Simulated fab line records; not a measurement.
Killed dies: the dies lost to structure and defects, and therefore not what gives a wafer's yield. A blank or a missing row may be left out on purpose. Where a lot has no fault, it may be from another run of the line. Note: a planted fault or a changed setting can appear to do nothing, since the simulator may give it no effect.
fab line records	flow nandHarc	part 1 of 2: steps 1 to 4 of 6
record lots=21	wafers=63	lastDay=33
route steps=1302 shown A_CHANNEL_HOLE_D2@594 A_CHANNEL_FILL_D2@619
lots with no fault: from the same line, run without faults
startH: hours from the record's first day to the start of the lot's first wafer shown	waitH: hours since the lot's step before	" same as the row above	L1.1+2: one row covering several wafers at once	- either no value or no given start	* or withheld: withheld	< > ~ a bound
route shown NAME@n: names a module that has steps shown in the file, with the first one's number in the route	usual: mean/standard deviation of fault-free wafers	same: alike in all rows	chamber/n: place in a boat	sites: per-site readings	_std_site: standard deviation across them	_edge_site: outer sites' mean less inner sites'	radiusMm: how far each site lies from the wafer's centre	mask NAME#n: copy n	behind: the most recent tool/chamber to have shaped the wafer	hold: reason for holding the lot/hours on hold/outcome of the hold	device: names the non-switching transistor (n, p or np)	end of line: at the end of the route, the tests of the same wafers	step lacking rows: just its recipe	killed: dies lost to structure and defects at the first sort, not the wafer's yield	map: a wafer's dies, x killed, . not, _ none there
set.NAME: the setting the step ran with; set.NAME@STEP: the setting that earlier step ran with	model.NAME: the simulator's own value behind a step, which no gauge read
a sample of lots followed through the steps of the route, with each step as a table and each wafer as a row
services: a tool's chamber out of use, with start hour (startH, from the record's first day; less than 0 if before it), hours out, and reason
## steps
# step NHARC_A_CHANNEL_HOLE_D2_ETCH_22
# recipe biasV=3000	sourceW=withheld	pressureMtorr=20	timeS=666.7	arFlowSccm=375	c4f8FlowSccm=89.3	o2FlowSccm=35.7	tempC=-20	targetDepthA=16000	chemistry=C4F8/O2/Ar
# usual c4f8FlowSccm=89.30/0.29	drypumpMotorCurrentA=6.1/0.44	showerheadPlenumPTorr=3.62/0.12	tempC=-19.99/0.099	throttleValvePct=32.156/0.0093
lot.wafer	tool	chamber	startH	waitH	c4f8FlowSccm	drypumpMotorCurrentA	rfHoursCounterH	showerheadPlenumPTorr	tempC	throttleValvePct
L074.4	harEtch-02	1	291.09	0.4	88.86	5.7	-	3.74	-20.04	32.147
L074.5	"	0	"	"	89.04	5.6	-	3.73	-20.10	32.154
L074.6	"	1	"	"	89.12	5.7	-	3.74	-20.00	32.144
L076.2	harEtch-01	1	314.53	0.4	89.19	6.6	165	3.69	-20.09	32.160
L076.4	"	1	"	"	89.00	6.5	-	3.69	-20.02	32.159
L076.6	"	0	"	"	88.87	6.4	-	3.46	-19.90	32.166
L075.2	harEtch-02	0	318.65	0.4	89.16	5.5	379	3.72	-19.93	32.145
L075.1	"	1	"	"	89.14	5.7	364	3.73	-19.99	32.163
L075.6	"	0	"	"	89.02	5.6	-	3.72	-20.01	32.154
L078.2	harEtch-02	0	332.41	0.4	89.07	5.6	387	3.72	-20.08	32.156
L078.4	"	1	"	"	89.43	5.7	-	3.72	-20.22	32.158
L078.3	"	0	"	"	89.03	5.6	-	3.72	-20.05	32.154
L079.2	harEtch-01	0	343.49	0.4	89.99	6.5	181	3.46	-20.02	32.154
L079.4	"	1	"	"	89.48	6.5	-	3.68	-20.04	32.160
L079.6	"	0	"	"	89.34	6.5	-	3.46	-20.01	32.188
L081.1	harEtch-02	0	371.77	0.4	88.85	5.6	406	3.71	-19.95	32.165
L081.6	"	1	"	"	89.46	5.7	-	3.71	-19.95	32.153
L081.5	"	0	"	"	89.25	5.6	-	3.71	-19.91	32.151
L082.1	harEtch-01	0	378.87	0.4	89.16	6.5	204	3.44	-19.93	32.143
L082.4	"	0	"	"	88.95	6.5	-	3.44	-20.05	32.162
L082.6	"	0	"	"	89.33	6.5	-	3.45	-20.04	32.161
L083.2	harEtch-01	1	395.32	0.4	89.38	6.5	219	3.66	-19.99	32.167
L083.3	"	1	"	"	89.55	6.5	-	3.66	-20.10	32.147
L083.4	"	0	"	"	89.34	6.5	-	3.44	-20.02	32.145
L086.1	harEtch-01	1	409.73	0.4	89.60	6.5	223	3.66	-19.98	32.157
L086.5	"	1	"	"	89.38	6.5	-	3.66	-19.96	32.157
L086.6	"	0	"	"	89.05	6.4	-	3.43	-19.95	32.157
L084.1	harEtch-02	0	412.22	0.4	89.39	5.5	12	3.70	-20.07	32.148
L084.3	"	1	"	"	89.01	5.7	-	3.71	-19.98	32.138
L084.5	"	0	"	"	89.37	5.6	-	3.70	-19.99	32.164
L085.2	harEtch-01	0	413.87	0.4	89.73	6.4	227	3.43	-19.87	32.157
L085.4	"	1	"	"	89.71	6.6	-	3.66	-19.93	32.146
L085.5	"	1	"	"	89.90	6.6	-	3.66	-19.89	32.145
L087.1	harEtch-02	1	431.14	0.4	89.72	5.7	24	3.70	-19.87	32.159
L087.3	"	0	"	"	89.19	5.6	-	3.69	-20.14	32.150
L087.5	"	1	"	"	89.21	5.7	-	3.70	-19.96	32.156
L089.2	harEtch-02	0	438.01	0.4	89.45	5.5	28	3.69	-19.92	32.150
L089.3	"	1	"	"	89.26	5.7	-	3.70	-20.00	32.156
L089.6	"	0	"	"	89.53	5.5	-	3.69	-19.87	32.169
L088.2	harEtch-01	0	441.07	0.4	89.49	6.5	242	3.43	-19.81	32.144
L088.4	"	1	"	"	89.00	6.5	-	3.65	-19.94	32.140
L088.6	"	1	"	"	89.54	6.5	-	3.65	-19.77	32.148
L091.2	harEtch-02	0	461.21	0.4	89.48	5.6	39	3.68	-20.07	32.154
L091.4	"	0	"	"	89.43	5.6	-	3.68	-20.10	32.132
L091.3	"	1	"	"	89.50	5.7	-	3.69	-20.05	32.145
L092.4	harEtch-02	1	480.57	0.4	88.85	5.7	-	3.68	-19.86	32.160
L092.6	"	0	"	"	88.99	5.6	-	3.68	-20.03	32.161
L092.5	"	1	"	"	89.35	5.7	-	3.68	-19.94	32.156
L093.2	harEtch-01	1	490.61	0.4	88.94	6.5	276	3.63	-19.92	32.166
L093.3	"	0	"	"	89.44	6.5	-	3.41	-19.96	32.170
L093.6	"	0	"	"	89.32	6.4	-	3.41	-19.95	32.158
L094.1	harEtch-01	0	499.34	0.4	89.24	6.4	280	3.41	-20.22	32.166
L094.4	"	1	"	"	88.80	6.5	-	3.63	-20.01	32.155
L094.5	"	1	"	"	89.39	6.6	-	3.63	-20.10	32.166
L095.1	harEtch-01	0	509.07	0.4	89.17	6.4	284	3.40	-20.02	32.149
L095.3	"	0	"	"	89.42	6.5	-	3.40	-19.99	32.156
L095.4	"	1	"	"	89.18	6.5	-	3.63	-20.07	32.169
L096.1	harEtch-01	0	517.48	0.4	89.45	6.5	292	3.40	-19.91	32.156
L096.3	"	0	"	"	89.68	6.4	-	3.40	-20.15	32.146
L096.6	"	0	"	"	89.81	6.4	-	3.40	-20.05	32.176
L097.2	harEtch-02	1	528.83	0.4	89.48	5.7	77	3.67	-20.05	32.156
L097.4	"	1	"	"	89.33	5.7	-	3.67	-19.98	32.156
L097.5	"	0	"	"	89.92	5.6	-	3.66	-20.00	32.154
# step NHARC_A_CHANNEL_HOLE_D2_ETCH_44
# recipe targetDepthA=1400	overetchA=140	timeS=77	ionEnergyEv=100	cf4FlowSccm=80	o2FlowSccm=20	arFlowSccm=0	rfW=300	biasW=100	chemistry=CF4/O2
# usual cf4FlowSccm=79.98/0.24	drypumpMotorCurrentA=5.6/0.32	oesProductAu=0.998/0.01	rfVppV=198.1/1.5	showerheadPlenumPTorr=1.34/0.061	throttleValvePct=13.397/0.0088
lot.wafer	tool	chamber	startH	waitH	cf4FlowSccm	drypumpMotorCurrentA	oesProductAu	rfHoursCounterH	rfVppV	showerheadPlenumPTorr	throttleValvePct
L074.6	rieDiel-01	1	294.71	0.1	80.16	5.5	0.992	-	195.7	1.31	13.396
L074.5	"	2	"	"	80.13	5.9	0.982	-	199.7	1.43	13.401
L074.4	"	3	"	"	79.67	5.1	1.006	-	196.2	1.25	13.385
L076.4	rieDiel-01	3	318.40	0.1	79.76	5.1	1.016	5.7	195.1	1.25	13.405
L076.2	"	2	"	"	80.44	5.9	1.000	5.2	200.3	1.43	13.402
L076.6	"	3	"	"	79.83	5.1	1.014	-	195.9	1.25	13.391
L075.1	rieDiel-10	3	322.55	0.1	79.84	5.8	1.009	5.0	198.9	1.38	13.386
L075.2	"	0	"	"	79.61	5.4	0.993	3.8	197.7	1.32	13.402
L075.6	"	2	"	"	79.99	5.5	0.998	-	198.6	1.43	13.398
L078.3	rieDiel-01	1	336.18	0.0	79.41	5.5	1.002	5.4	197.7	1.31	13.391
L078.4	"	3	"	"	80.21	5.1	1.007	6.0	196.2	1.25	13.383
L078.2	"	0	"	"	79.92	5.9	1.004	5.1	198.3	1.34	13.399
L079.2	rieDiel-01	1	347.27	0.1	79.73	5.5	0.981	5.6	196.8	1.31	13.397
L079.4	"	3	"	"	80.50	5.1	1.010	6.2	196.6	1.25	13.401
L079.6	"	1	"	"	79.78	5.5	0.986	-	198.2	1.31	13.406
L081.1	rieDiel-01	3	375.59	0.1	79.84	5.1	1.006	8.1	195.7	1.25	13.385
L081.5	"	1	"	"	79.93	5.5	0.996	-	197.2	1.31	13.406
L081.6	"	3	"	"	80.04	5.1	1.002	-	196.3	1.25	13.407
L082.1	rieDiel-02	3	382.74	0.1	80.30	5.6	1.001	9.3	196.3	1.27	13.392
L082.4	"	0	"	"	79.80	5.1	1.014	8.3	196.7	1.32	13.384
L082.6	"	3	"	"	79.74	5.6	1.014	-	197.3	1.27	13.369
L083.2	rieDiel-01	2	409.43	0.1	80.01	5.9	0.971	0.9	199.8	1.43	13.393
L083.4	"	3	"	"	80.02	5.1	1.004	1.1	195.0	1.25	13.400
L083.3	"	1	"	"	79.92	5.5	0.990	1.1	197.0	1.31	13.401
L086.1	rieDiel-02	3	413.58	0.1	79.76	5.6	1.004	0.6	196.6	1.27	13.405
L086.6	"	0	"	"	79.74	5.1	0.994	-	198.2	1.32	13.406
L086.5	"	1	"	"	80.08	5.6	1.014	-	199.7	1.40	13.395
L084.3	rieDiel-10	2	416.09	0.1	79.55	5.5	0.999	11.2	200.6	1.42	13.398
L084.1	"	0	"	"	80.21	5.4	0.996	9.6	197.7	1.32	13.408
L084.5	"	3	"	"	79.83	5.8	1.012	-	200.1	1.38	13.385
L085.2	rieDiel-01	1	417.76	0.1	79.99	5.5	1.004	1.6	197.5	1.31	13.392
L085.4	"	2	"	"	80.43	5.9	0.989	1.5	199.5	1.43	13.398
L085.5	"	0	"	"	79.65	5.9	0.995	-	199.7	1.34	13.395
L087.1	rieDiel-02	1	434.98	0.0	79.75	5.6	1.009	2.0	198.8	1.40	13.404
L087.3	"	2	"	"	80.04	6.1	0.992	2.4	198.9	1.36	13.397
L087.5	"	2	"	"	79.93	6.1	0.990	-	199.4	1.36	13.406
L088.4	rieDiel-01	2	444.82	0.0	80.05	5.9	0.990	3.2	197.9	1.43	13.397
L088.2	"	3	"	"	80.12	5.1	1.004	3.6	196.4	1.25	13.393
L088.6	"	2	"	"	79.96	5.9	0.986	-	200.4	1.43	13.397
L089.3	rieDiel-01	1	449.95	0.0	79.94	5.5	0.992	3.2	199.0	1.31	13.410
L089.2	"	0	"	"	79.65	5.9	0.995	3.6	196.6	1.34	13.409
L089.6	"	1	"	"	79.78	5.5	0.986	-	197.8	1.31	13.391
L091.4	rieDiel-10	1	465.08	0.0	79.86	6.0	1.009	3.1	197.9	1.32	13.403
L091.2	"	2	"	"	79.82	5.5	1.014	3.1	200.3	1.42	13.396
L091.3	"	3	"	"	80.11	5.7	1.015	3.1	198.4	1.38	13.387
L092.5	rieDiel-01	1	484.17	0.1	80.06	5.5	0.988	-	198.5	1.31	13.401
L092.6	"	2	"	"	79.90	5.9	0.985	-	200.8	1.42	13.385
L092.4	"	3	"	"	79.83	5.1	0.995	-	195.6	1.25	13.397
L093.2	rieDiel-10	2	494.47	0.1	79.90	5.5	0.995	5.2	199.5	1.42	13.394
L093.3	"	0	"	"	79.58	5.4	0.988	4.7	199.1	1.32	13.390
L093.6	"	2	"	"	79.89	5.4	1.000	-	199.4	1.42	13.394
L094.1	rieDiel-01	1	503.24	0.1	80.21	5.5	0.987	5.8	197.8	1.31	13.388
L094.4	"	1	"	"	80.37	5.5	0.980	-	196.9	1.31	13.401
L094.5	"	2	"	"	79.97	5.9	0.983	-	198.3	1.43	13.410
L095.4	rieDiel-01	2	512.93	0.0	80.07	5.9	0.993	6.5	199.4	1.42	13.386
L095.1	"	3	"	"	79.67	5.1	1.002	6.8	195.3	1.25	13.387
L095.3	"	0	"	"	80.19	5.9	1.000	5.1	197.5	1.34	13.389
L096.3	rieDiel-01	3	521.24	0.1	80.00	5.1	0.992	7.1	195.7	1.25	13.400
L096.1	"	0	"	"	80.02	5.9	0.994	5.3	197.4	1.34	13.391
L096.6	"	3	"	"	80.00	5.1	1.003	-	196.2	1.25	13.394
L097.2	rieDiel-10	2	532.61	0.1	79.92	5.5	1.007	7.9	200.8	1.42	13.410
L097.4	"	3	"	"	80.34	5.8	1.022	8.2	198.6	1.37	13.401
L097.5	"	1	"	"	79.75	6.0	1.001	-	196.9	1.32	13.417
# step NHARC_A_CHANNEL_HOLE_D2_STRIP_28
# recipe o2FlowSccm=500	arFlowSccm=0	biasW=0	chemistry=O2
# usual drypumpMotorCurrentA=5.6/0.31	oesProductAu=0.998/0.011	rfVppV=57.9/0.81	showerheadPlenumPTorr=3.54/0.16	throttleValvePct=17.037/0.009
lot.wafer	tool	chamber	startH	waitH	drypumpMotorCurrentA	oesProductAu	rfHoursCounterH	rfVppV	showerheadPlenumPTorr	throttleValvePct
L074.6	rieDiel-01	1	-	-	5.5	0.985	-	58.3	3.47	17.042
L074.4	"	2	"	"	5.9	0.990	-	58.3	3.76	17.034
L074.5	"	3	"	"	5.1	1.012	-	57.1	3.31	17.031
L076.4	rieDiel-01	2	-	-	5.9	0.989	5.2	58.0	3.76	17.018
L076.2	"	0	"	"	5.9	1.002	5.0	58.1	3.53	17.030
L076.6	"	2	"	"	5.9	0.997	-	59.6	3.76	17.038
L075.1	rieDiel-10	1	-	-	6.0	1.008	4.0	57.1	3.51	17.035
L075.2	"	2	"	"	5.5	0.990	5.1	58.7	3.76	17.045
L075.6	"	2	"	"	5.5	0.995	-	58.8	3.76	17.032
L078.2	rieDiel-01	2	-	-	5.9	0.973	5.5	58.1	3.76	17.027
L078.3	"	3	"	"	5.1	1.017	6.0	59.1	3.31	17.036
L078.4	"	1	"	"	5.5	1.001	5.5	59.1	3.46	17.025
L079.4	rieDiel-01	3	-	-	5.1	1.007	6.3	56.3	3.31	17.031
L079.2	"	0	"	"	5.9	1.004	5.4	58.5	3.53	17.041
L079.6	"	0	"	"	5.9	0.998	-	57.9	3.53	17.051
L081.1	rieDiel-01	1	-	-	5.5	0.995	7.5	58.5	3.46	17.042
L081.5	"	1	"	"	5.5	0.983	-	58.2	3.46	17.036
L081.6	"	2	"	"	5.9	0.994	-	58.0	3.76	17.039
L082.4	rieDiel-02	1	-	-	5.6	1.011	11.2	57.8	3.69	17.036
L082.1	"	3	"	"	5.6	1.004	9.4	58.2	3.36	17.031
L082.6	"	0	"	"	5.2	1.001	-	58.7	3.48	17.039
L083.4	rieDiel-01	1	-	-	5.5	1.001	1.1	57.0	3.46	17.043
L083.2	"	3	"	"	5.1	1.000	1.2	56.6	3.31	17.049
L083.3	"	0	"	"	5.9	1.001	1.4	58.2	3.53	17.025
L086.1	rieDiel-02	1	-	-	5.7	1.003	0.8	57.5	3.69	17.037
L086.5	"	3	"	"	5.6	0.998	-	57.7	3.36	17.034
L086.6	"	0	"	"	5.1	0.988	-	57.2	3.48	17.023
L084.1	rieDiel-10	2	-	-	5.5	0.995	11.2	58.1	3.75	17.044
L084.3	"	3	"	"	5.8	0.998	11.0	58.5	3.63	17.032
L084.5	"	2	"	"	5.5	0.984	-	58.6	3.75	17.051
L085.2	rieDiel-01	2	-	-	5.9	0.989	1.5	57.5	3.76	17.021
L085.4	"	3	"	"	5.1	0.997	1.8	57.6	3.31	17.042
L085.5	"	0	"	"	5.9	1.007	-	58.6	3.53	17.043
L087.1	rieDiel-02	3	-	-	5.6	1.017	2.9	58.6	3.36	17.033
L087.3	"	0	"	"	5.1	0.999	2.4	57.5	3.48	17.022
L087.5	"	3	"	"	5.7	1.020	-	56.1	3.36	17.026
L088.4	rieDiel-01	3	-	-	5.1	0.996	3.7	56.7	3.31	17.024
L088.2	"	1	"	"	5.5	0.996	3.1	57.5	3.46	17.036
L088.6	"	0	"	"	5.9	0.992	-	58.8	3.53	17.057
L089.3	rieDiel-01	2	-	-	5.9	0.985	3.5	58.6	3.76	17.030
L089.2	"	3	"	"	5.1	1.000	3.9	56.7	3.31	17.039
L089.6	"	1	"	"	5.5	0.987	-	57.5	3.46	17.034
L091.3	rieDiel-10	2	-	-	5.5	1.010	3.2	58.6	3.75	17.046
L091.2	"	3	"	"	5.8	1.021	3.2	57.5	3.63	17.045
L091.4	"	0	"	"	5.4	1.009	3.2	57.2	3.48	17.043
L092.6	rieDiel-01	3	-	-	5.1	0.984	-	57.9	3.30	17.042
L092.4	"	1	"	"	5.5	0.986	-	57.2	3.46	17.041
L092.5	"	2	"	"	5.9	0.977	-	57.7	3.75	17.038
L093.2	rieDiel-10	1	-	-	6.0	1.009	4.9	57.8	3.50	17.025
L093.3	"	2	"	"	5.5	0.999	5.3	57.9	3.75	17.027
L093.6	"	0	"	"	5.4	0.998	-	57.2	3.48	17.049
L094.1	rieDiel-01	2	503.37	0.1	5.9	0.977	6.3	58.3	3.75	17.052
L094.4	"	1	"	"	5.5	0.986	-	58.5	3.46	17.031
L094.5	"	1	"	"	5.5	0.983	-	56.5	3.46	17.022
L095.1	rieDiel-01	3	-	-	5.1	1.005	6.8	57.9	3.30	17.048
L095.3	"	0	"	"	5.9	1.005	5.2	58.2	3.53	17.042
L095.4	"	1	"	"	5.5	0.996	6.1	57.6	3.46	17.043
L096.3	rieDiel-01	3	-	-	5.1	1.007	7.1	58.8	3.30	17.034
L096.1	"	2	"	"	5.9	0.996	6.9	60.6	3.75	17.030
L096.6	"	3	"	"	5.1	1.007	-	58.2	3.30	17.026
L097.2	rieDiel-10	2	-	-	5.5	1.010	8.0	58.5	3.75	17.033
L097.4	"	1	"	"	6.0	0.990	7.4	57.4	3.50	17.036
L097.5	"	2	"	"	5.5	1.012	-	58.3	3.75	17.036
# step NHARC_A_CHANNEL_HOLE_D2_CD_MEAS_31
# usual cdNm=89.9/1.2
lot.wafer	tool	chamber	startH	waitH	cdNm
L074.4	cdSem-02	-	295.62	-	88.1
L074.5	"	-	"	"	90.8
L074.6	"	-	"	"	89.1
L076.2	cdSem-03	-	319.21	-	90.1
L076.4	"	-	"	"	90.3
L076.6	"	-	"	"	90.2
L075.1	cdSem-02	-	323.33	-	89.2
L075.2	"	-	"	"	88.1
L075.6	"	-	"	"	91.0
L078.2	cdSem-03	-	336.97	-	91.6
L078.3	"	-	"	"	89.7
L078.4	"	-	"	"	89.4
L079.2	cdSem-01	-	348.07	-	89.3
L079.4	"	-	"	"	89.1
L079.6	"	-	"	"	88.0
L081.1	cdSem-01	-	376.49	-	90.6
L081.5	"	-	"	"	89.9
L081.6	"	-	"	"	91.0
L082.1	cdSem-01	-	383.55	-	88.8
L082.4	"	-	"	"	89.6
L082.6	"	-	"	"	87.9
L083.2	cdSem-02	-	410.23	-	89.2
L083.3	"	-	"	"	90.2
L083.4	"	-	"	"	90.6
L086.1	cdSem-01	-	414.36	-	89.8
L086.5	"	-	"	"	88.8
L086.6	"	-	"	"	89.9
L084.1	cdSem-03	-	416.88	-	88.5
L084.3	"	-	"	"	89.9
L084.5	"	-	"	"	88.6
L085.2	cdSem-03	-	418.54	-	91.6
L085.4	"	-	"	"	90.1
L085.5	"	-	"	"	90.4
L087.1	cdSem-01	-	435.78	-	89.3
L087.3	"	-	"	"	89.8
L087.5	"	-	"	"	89.5
L088.2	cdSem-01	-	445.63	-	90.4
L088.4	"	-	"	"	89.1
L088.6	"	-	"	"	87.7
L089.2	cdSem-03	-	450.75	-	92.1
L089.3	"	-	"	"	90.3
L089.6	"	-	"	"	89.8
L091.2	cdSem-03	-	465.90	-	89.5
L091.3	"	-	"	"	89.8
L091.4	"	-	"	"	89.1
L092.4	cdSem-03	-	485.11	0.1	90.4
L092.5	"	-	"	"	89.5
L092.6	"	-	"	"	90.3
L093.2	cdSem-03	-	495.26	-	89.4
L093.3	"	-	"	"	87.9
L093.6	"	-	"	"	88.5
L094.1	cdSem-03	-	504.39	-	89.8
L094.4	"	-	"	"	89.2
L094.5	"	-	"	"	89.5
L095.1	cdSem-02	-	513.73	-	89.2
L095.3	"	-	"	"	90.2
L095.4	"	-	"	"	90.6
L096.1	cdSem-01	-	522.04	-	91.7
L096.3	"	-	"	"	89.5
L096.6	"	-	"	"	89.0
L097.2	cdSem-03	-	533.40	-	87.8
L097.4	"	-	"	"	88.3
L097.5	"	-	"	"	89.5
